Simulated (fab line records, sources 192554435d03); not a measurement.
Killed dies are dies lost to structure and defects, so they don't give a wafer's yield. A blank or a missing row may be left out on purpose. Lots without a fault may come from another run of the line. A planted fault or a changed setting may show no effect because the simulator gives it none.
Chamber matching | flow n5_finfet | N5_SD_EPI_P_ETCH_37 on rie_diel-01: 4 sister chambers
The step etches SOC in N2/H2, overetch 108 nm, time 486 s. 4 wafers are shown with their chamber, then 8 later ones without.

WAFERS WITH THEIR CHAMBER
wafer  | chamber | showerhead_plenum_p_Torr (Torr)
L082.2 | 0       | 2.65
L084.2 | 3       | 2.50
L084.5 | 1       | 2.51
L087.1 | 2       | 2.60

WAFERS WITHOUT THEIR CHAMBER
wafer  | showerhead_plenum_p_Torr (Torr)
L087.3 | 2.50
L087.6 | 2.60
L088.1 | 2.60
L088.3 | 2.50
L088.5 | 2.60
L091.2 | 2.64
L091.3 | 2.59
L091.4 | 2.50

WHICH CHAMBER EACH WENT THROUGH
wafer  | from the rows above     | in truth
L087.3 | can't be placed: 3 or 1 | 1
L087.6 | 2                       | 2
L088.1 | 2                       | 2
L088.3 | can't be placed: 3 or 1 | 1
L088.5 | 2                       | 2
L091.2 | 0                       | 0
L091.3 | 2                       | 2
L091.4 | can't be placed: 3 or 1 | 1
Placed correctly: 5 of 8. Can't be placed from these rows: 3 (the true chamber is among the candidates in 3). Placed wrongly: 0.
How it was worked out, from the rows above alone: a wafer's distance from a chamber is the root of the sum, over the readings, of the square of ((its reading less the chamber's mean) divided by the reading's scatter). The wafer belongs to the nearest chamber; if the next one is less than 2 further off, it can't be placed. A chamber's mean is the mean of its shown wafers. The scatter: with one shown wafer a chamber, the root of the mean of the squares of how far each hidden wafer lies from its nearest shown one.
